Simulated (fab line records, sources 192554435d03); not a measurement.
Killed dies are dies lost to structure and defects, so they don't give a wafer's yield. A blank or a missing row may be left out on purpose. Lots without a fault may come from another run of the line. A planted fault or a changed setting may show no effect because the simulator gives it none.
fab line records | flow n5_finfet | part 2 of 2: steps 5 to 6 of 6
record lots=24 wafers=72 last_day=19
route steps=1938 shown BEOL_M4@1045 BEOL_M5@1135
lots that met no fault: from a run of the same line without faults
start_h: hours from the record's first day to the start of the lot's first wafer shown | wait_h: hours since the lot's step before | " the same as in the row above | L1.1+2: a row that stands for several wafers | - no value, or no start given | * or withheld: withheld | < > ~ a bound
route shown NAME@n: a module of which the file shows steps, and the number in the route of the first | usual: mean/standard deviation of fault-free wafers | same: alike in all rows | chamber/n: place in a boat | sites: the reading at each site | _std_site: their standard deviation | _edge_site: outer sites' mean less inner sites' | radius_mm: how far each site lies from the wafer's centre | mask NAME#n: copy n | behind: the tool/chamber that last shaped the wafer | hold: why the lot was held/for how many hours/how that ended | device: the transistor (n, p or np) that didn't switch | end of line: the same wafers' tests at the end of the route | a step without rows: its recipe alone | killed: dies lost to structure and defects at the first sort, not the wafer's yield | map: a wafer's dies, x killed, . not, _ none there
set.NAME: the setting as run; set.NAME@STEP: as run at that earlier step | model.NAME: the simulator's own value behind a step, which no gauge read
steps of the route over a sample of lots; a table a step, a row a wafer
services: from which hour (start_h, from the record's first day; less than 0 if before it) a tool's chamber was out of use, for how many hours, and why
## steps
# step N5_BEOL_M5_DESCUM_33
# recipe chemistry=O2 time_s=7 source_power_w=50 bias_power_w=20 pressure_mtorr=20 rf_frequency_hz=2.712e+07 temp_c=40 resist=CAR-EUV o2_flow_sccm=225
# usual bias_power_w=20.01/0.057 drypump_motor_current_A=5.49/0.28 oes_product_au=0.75/0.059 rf_vpp_V=242.7/1.5 showerhead_plenum_p_Torr=2.07/0.079 temp_c=40.00/0.11 throttle_valve_pct=20.41/0.27
# columns lot.wafer tool chamber start_h wait_h bias_power_w drypump_motor_current_A oes_product_au rf_hours_counter_h rf_vpp_V showerhead_plenum_p_Torr temp_c throttle_valve_pct
L074.1 rie_diel-01 3 185.66 0.2 19.99 5.66 0.76 129 240.7 2.01 40.10 20.09
L074.2 " 0 " " 19.97 5.08 0.83 74 244.8 2.12 40.02 20.61
L074.3 " 2 " " 19.83 5.67 0.72 213 241.8 2.07 40.00 20.59
L075.1 rie_diel-01 1 195.57 0.0 20.01 5.60 0.71 214 243.8 2.16 40.04 20.49
L075.4 " 0 " " 20.02 5.06 0.83 77 243.0 2.12 40.12 20.61
L075.5 " 1 " " 19.95 5.57 0.72 - 244.8 2.16 40.04 20.48
L076.1 rie_diel-03 0 195.78 0.0 19.95 5.54 0.72 203 242.1 2.07 39.94 20.26
L076.5 " 2 " " 20.04 5.28 0.73 - 243.3 2.09 39.96 20.93
L076.6 " 3 " " 20.00 5.70 0.70 - 242.6 2.07 40.08 20.72
L079.3 rie_diel-03 1 214.15 0.0 19.89 5.26 0.77 142 240.3 1.92 40.03 20.14
L079.4 " 0 " " 20.04 5.58 0.73 208 241.6 2.07 39.96 20.27
L079.6 " 1 " " 19.93 5.24 0.78 - 241.1 1.92 39.95 20.15
L077.2 rie_diel-01 2 215.25 0.0 20.08 5.68 0.71 222 242.5 2.07 39.95 20.59
L077.3 " 1 " " 20.00 5.61 0.70 221 243.4 2.16 39.96 20.50
L077.6 " 3 " " 20.01 5.67 0.76 - 241.3 2.01 39.91 20.10
L078.2 rie_diel-01 1 218.37 0.2 19.93 5.56 0.70 223 244.1 2.16 40.05 20.50
L078.5 " 1 " " 20.05 5.58 0.71 - 243.8 2.16 40.09 20.49
L078.6 " 2 " " 20.13 5.69 0.72 - 244.2 2.07 40.00 20.61
L080.1 rie_diel-03 0 238.50 0.0 20.01 5.59 0.71 217 242.6 2.07 39.82 20.28
L080.2 " 1 " " 19.99 5.21 0.76 151 239.4 1.92 39.97 20.18
L080.6 " 1 " " 20.03 5.24 0.76 - 240.8 1.92 40.01 20.14
L081.1 rie_diel-03 0 244.91 0.3 19.96 5.55 0.70 219 242.1 2.07 40.18 20.27
L081.3 " 1 " " 20.00 5.20 0.76 - 240.3 1.92 39.91 20.15
L081.6 " 1 " " 19.98 5.20 0.75 - 241.6 1.92 40.16 20.15
L082.1 rie_diel-06 0 244.93 0.1 19.95 5.48 0.86 73 243.2 2.13 40.15 20.17
L082.2 " 3 " " 20.01 5.06 0.71 233 241.3 1.98 40.00 20.46
L082.6 " 2 " " 20.07 5.97 0.77 - 244.4 2.19 39.92 20.17
L084.1 rie_diel-01 0 252.44 0.0 19.98 5.06 0.80 91 242.5 2.12 39.86 20.64
L084.2 " 3 " " 20.02 5.67 0.74 151 241.0 2.00 39.94 20.07
L084.5 " 1 " " 20.00 5.61 0.70 - 244.1 2.15 40.13 20.51
L086.1 rie_diel-06 1 256.37 0.6 19.97 5.99 0.86 53 244.3 2.12 39.97 20.17
L086.4 " 3 " " 20.13 5.05 0.71 235 240.1 1.98 40.07 20.47
L086.5 " 2 " " 19.93 5.91 0.78 - 245.0 2.19 40.03 20.15
L085.1 rie_diel-01 3 274.01 0.2 20.00 5.67 0.74 157 242.5 2.00 39.89 20.10
L085.2 " 0 " " 19.87 5.05 0.80 98 243.6 2.11 39.76 20.64
L085.6 " 0 " " 20.01 5.05 0.80 - 242.2 2.11 39.82 20.65
L083.1 rie_diel-03 0 274.20 0.4 20.05 5.57 0.70 230 242.5 2.06 39.95 20.31
L083.3 " 2 " " 19.99 5.34 0.70 195 241.3 2.08 39.82 20.95
L083.5 " 1 " " 20.05 5.24 0.75 - 240.9 1.91 40.25 20.18
L088.1 rie_diel-03 1 276.74 0.0 19.93 5.20 0.75 165 240.3 1.91 40.18 20.18
L088.2 " 0 " " 19.90 5.56 0.70 231 241.9 2.06 39.99 20.30
L088.5 " 0 " " 20.04 5.54 0.70 - 242.9 2.06 39.97 20.29
L087.1 rie_diel-03 1 280.25 0.0 20.08 5.22 0.75 167 240.9 1.91 39.97 20.19
L087.5 " 1 " " 20.15 5.20 0.74 - 241.3 1.91 39.78 20.18
L087.6 " 0 " " 19.93 5.60 0.70 - 242.4 2.06 39.91 20.30
L089.1 rie_diel-01 3 286.61 0.0 19.98 5.67 0.74 161 242.6 2.00 39.83 20.10
L089.2 " 2 " " 20.07 5.68 0.69 245 241.0 2.06 40.06 20.63
L089.5 " 2 " " 19.95 5.70 0.70 - 240.9 2.06 40.06 20.64
L090.1 rie_diel-06 0 286.90 0.1 20.02 5.47 0.85 84 242.9 2.12 39.84 20.16
L090.4 " 2 " " 19.95 5.96 0.76 131 243.1 2.19 39.95 20.16
L090.5 " 1 " " 20.09 6.00 0.85 - 243.7 2.12 39.96 20.16
L092.1 rie_diel-01 0 307.10 0.0 20.07 5.08 0.80 102 243.1 2.11 39.94 20.67
L092.3 " 1 " " 20.05 5.59 0.69 251 245.4 2.15 40.09 20.52
L092.5 " 1 " " 20.08 5.59 0.68 - 244.7 2.15 39.93 20.53
L091.3 rie_diel-01 1 307.57 0.3 19.95 5.62 0.68 251 242.4 2.15 39.91 20.54
L091.4 " 1 " " 20.03 5.56 0.68 - 244.5 2.15 40.02 20.55
L091.5 " 3 " " 20.02 5.68 0.73 - 241.6 2.00 40.19 20.12
L093.3 rie_diel-01 3 309.37 0.0 20.06 5.67 0.73 168 241.1 2.00 40.02 20.13
L093.5 " 0 " " 19.93 5.07 0.79 - 243.8 2.11 40.17 20.64
L093.6 " 3 " " 20.06 5.67 0.73 - 242.0 2.00 40.05 20.12
L094.1 rie_diel-06 3 312.99 0.0 20.01 5.06 0.70 250 241.6 1.97 40.06 20.50
L094.2 " 1 " " 19.91 5.98 0.84 67 244.1 2.12 40.01 20.18
L094.4 " 0 " " 20.02 5.45 0.83 91 243.4 2.12 40.34 20.20
L095.2 rie_diel-01 0 319.23 0.0 19.97 5.05 0.79 107 243.6 2.11 40.08 20.64
L095.5 " 3 " " 19.99 5.64 0.73 - 241.1 2.00 40.00 20.11
L095.6 " 1 " " 19.92 5.56 0.67 - 245.1 2.14 39.95 20.54
L096.1 rie_diel-03 3 339.03 0.2 20.04 5.69 0.93 16 242.6 2.06 40.09 20.42
L096.2 " 1 " " 19.99 5.23 0.73 184 238.9 1.91 39.97 20.20
L096.3 " 2 " " 20.01 5.30 0.70 215 243.6 2.07 39.98 20.99
L097.2 rie_diel-06 0 343.33 0.2 20.08 5.47 0.82 103 242.4 2.12 39.97 20.21
L097.4 " 1 " " 20.03 5.96 0.83 79 243.0 2.12 39.80 20.20
L097.6 " 0 " " 20.07 5.46 0.82 - 244.2 2.12 39.96 20.22
# step N5_BEOL_M5_ANNEAL_82
# recipe temp_c=400 time_s=1800 ambient=vacuum
# usual heater_power_w=815/75
# columns lot.wafer tool chamber start_h wait_h heater_power_w
L074.1 pvd_sputter-02 - 189.88 0.0 908
L074.2 " - " " 978
L074.3 " - " " 826
L075.1 pvd_sputter-03 - 198.59 0.0 880
L075.4 " - " " 759
L075.5 " - " " 758
L076.1 pvd_sputter-01 - 199.85 0.0 792
L076.5 " - " " 704
L076.6 " - " " 783
L079.3 pvd_sputter-01 - 217.13 0.0 915
L079.4 " - " " 769
L079.6 " - " " 781
L077.2 pvd_sputter-03 - 218.94 0.0 830
L077.3 " - " " 741
L077.6 " - " " 756
L078.2 pvd_sputter-01 - 225.38 0.0 788
L078.5 " - " " 792
L078.6 " - " " 894
L080.1 pvd_sputter-01 - 241.75 0.0 723
L080.2 " - " " 802
L080.6 " - " " 797
L082.1 pvd_sputter-02 - 248.68 0.0 743
L082.2 " - " " 804
L082.6 " - " " 975
L081.1 pvd_sputter-03 - 249.30 0.0 728
L081.3 " - " " 864
L081.6 " - " " 737
L084.1 pvd_sputter-02 - 255.30 0.0 768
L084.2 " - " " 819
L084.5 " - " " 987
L086.1 pvd_sputter-03 - 259.98 0.0 881
L086.4 " - " " 740
L086.5 " - " " 733
L085.1 pvd_sputter-01 - 277.93 0.0 777
L085.2 " - " " 884
L085.6 " - " " 795
L083.1 pvd_sputter-03 - 278.56 0.0 833
L083.3 " - " " 876
L083.5 " - " " 813
L088.1 pvd_sputter-02 - 282.40 0.0 758
L088.2 " - " " 983
L088.5 " - " " 793
L087.1 pvd_sputter-03 - 283.59 0.0 739
L087.5 " - " " 858
L087.6 " - " " 756
L089.1 pvd_sputter-02 - 289.55 0.0 747
L089.2 " - " " 792
L089.5 " - " " 987
L090.1 pvd_sputter-03 - 289.82 0.0 824
L090.4 " - " " 744
L090.5 " - " " 746
L092.1 pvd_sputter-01 - 310.08 0.0 911
L092.3 " - " " 729
L092.5 " - " " 895
L091.3 pvd_sputter-03 - 310.80 0.0 748
L091.4 " - " " 879
L091.5 " - " " 818
L093.3 pvd_sputter-02 - 313.90 0.0 787
L093.5 " - " " 906
L093.6 " - " " 813
L094.1 pvd_sputter-01 - 316.56 0.0 906
L094.2 " - " " 797
L094.4 " - " " 717
L095.2 pvd_sputter-03 - 322.43 0.0 860
L095.5 " - " " 870
L095.6 " - " " 811
L096.1 pvd_sputter-01 - 341.78 0.0 788
L096.2 " - " " 769
L096.3 " - " " 899
L097.2 pvd_sputter-01 - 346.73 0.0 800
L097.4 " - " " 731
L097.6 " - " " 902
## services
# columns tool chamber start_h hours kind
rie_diel-03 2 152.31 9.3 repair
rie_diel-03 1 174.66 6.3 repair
pvd_sputter-03 - 186.76 4.3 repair
cvd_co-02 - 191.85 0.4 repair
rie_diel-01 0 210.39 10.2 repair
cvd_co-01 - 214.39 6.0 pm
cvd_co-01 - 221.28 1.4 repair
rie_diel-05 3 226.36 1.8 repair
rie_diel-03 2 241.27 5.7 repair
rie_diel-03 3 244.60 9.1 repair
rie_diel-05 0 267.67 7.6 repair
rie_diel-06 2 269.26 3.9 repair
rie_diel-01 0 275.92 17.7 repair
cvd_co-02 - 288.86 4.3 pm
rie_diel-01 2 304.47 - clean
rie_diel-01 2 304.47 - consumable_replace:focus_ring
rie_diel-01 2 304.47 25.8 scheduled_down
rie_diel-01 2 304.47 25.8 vent_cycle
rie_diel-02 3 321.37 8.5 repair
rie_diel-01 1 330.27 - clean
rie_diel-01 1 330.27 - consumable_replace:focus_ring
rie_diel-01 1 330.27 16.7 scheduled_down
rie_diel-05 3 337.33 15.2 repair
rie_diel-03 - 339.99 0.7 repair
